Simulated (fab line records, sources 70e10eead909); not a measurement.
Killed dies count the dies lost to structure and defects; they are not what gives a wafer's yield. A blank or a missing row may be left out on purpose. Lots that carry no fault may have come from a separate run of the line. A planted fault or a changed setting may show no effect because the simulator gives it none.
A struck lot beside a sound one	flow nand harc	13 out of 1302 route steps
Sound: wafers L105.1, L105.4, L105.5. Struck: wafer L107.5; the same lot's L107.3 was not struck, so it is left out; see the end for the cause.
At each step with rows: each side's tool, then ch and its chambers, then its first start. Under that, the readings that differ: sound wafers	struck wafers	difference of the means	sigmas: that difference in standard deviations of wafers without a fault.
alike: a reading whose means differ by less than 2 such deviations, as well as words and numbers matching on both sides. not compared: withheld readings; readings where some wafer has no value; bounds like >300 that might hide an equal value; numbers whose values overlap and for which the record gives no deviation.
A row with sigmas, a row that says differs or no value, or rows on one side alone: a step with any of these is where the two part. Numbers that have no deviation but don't overlap get no sigmas and don't part them. A reading that every wafer of one side lacks parts them only if that side has two wafers or more.

NHARC_A_ZERO_WELL_INSPECT_17:
  struck on defect inspect-01, day 11 04:35; sound on defect inspect-02, day 10 07:29
  alike: raw defect count
then, 3 steps without rows for these wafers: NHARC_A_SOURCE_PLATE_PRECLEAN_00 (cleans in HF-LAST, time 60 s); NHARC_A_SOURCE_PLATE_SRD_01; NHARC_A_SOURCE_PLATE_OXIDE_02 (material SiO2, target thk 10 nm, ox time 1362 s).
NHARC_A_SOURCE_PLATE_THK_MEAS_09: measures by ellipsometry.
  struck on film metro-01, day 11 12:19; sound on film metro-02, day 10 14:16
  alike: thk nm
then, 3 steps without rows for these wafers: NHARC_A_SOURCE_PLATE_PVD_04 (deposits WSi2, target thk 50 nm); NHARC_A_SOURCE_PLATE_CVD_03 (deposits poly-Si, target thk 200 nm, time 4000 s); NHARC_A_SOURCE_PLATE_ANNEAL_05 (time 1800 s).
NHARC_A_SOURCE_PLATE_THK_MEAS_06: measures by ellipsometry.
  struck on film metro-01, day 12 02:38; sound on film metro-01, day 11 02:44
reading	sound	struck	difference	sigmas
thk nm (nm)	198.4 198.9 202.1	203.9	+4.1	+2
NHARC_A_SOURCE_PLATE_INSPECT_08:
  struck on defect inspect-02, day 12 02:43; sound on defect inspect-01, day 11 02:49
  alike: raw defect count
NHARC_A_ONON_D1_DEP_00: target thk 1000 nm.
  sound on pecvd onon-03 ch 0, day 11 02:52; struck on pecvd onon-03 ch 0, day 12 02:53
NHARC_A_ONON_D1_THK_MEAS_02: measures by ellipsometry.
  struck on film metro-02, day 12 03:17; sound on film metro-02, day 11 03:23
reading	sound	struck	difference	sigmas
thk nm (nm)	1001 1001 1001	711	-290	-26
then NHARC_A_ONON_D1_DEP_03 (target thk 1000 nm), 1 step lacking rows for these wafers.

## WHERE THEY PART
Earliest at NHARC_A_SOURCE_PLATE_THK_MEAS_06; latest, in this record, at NHARC_A_ONON_D1_THK_MEAS_02.

WHY: what the simulator had put in
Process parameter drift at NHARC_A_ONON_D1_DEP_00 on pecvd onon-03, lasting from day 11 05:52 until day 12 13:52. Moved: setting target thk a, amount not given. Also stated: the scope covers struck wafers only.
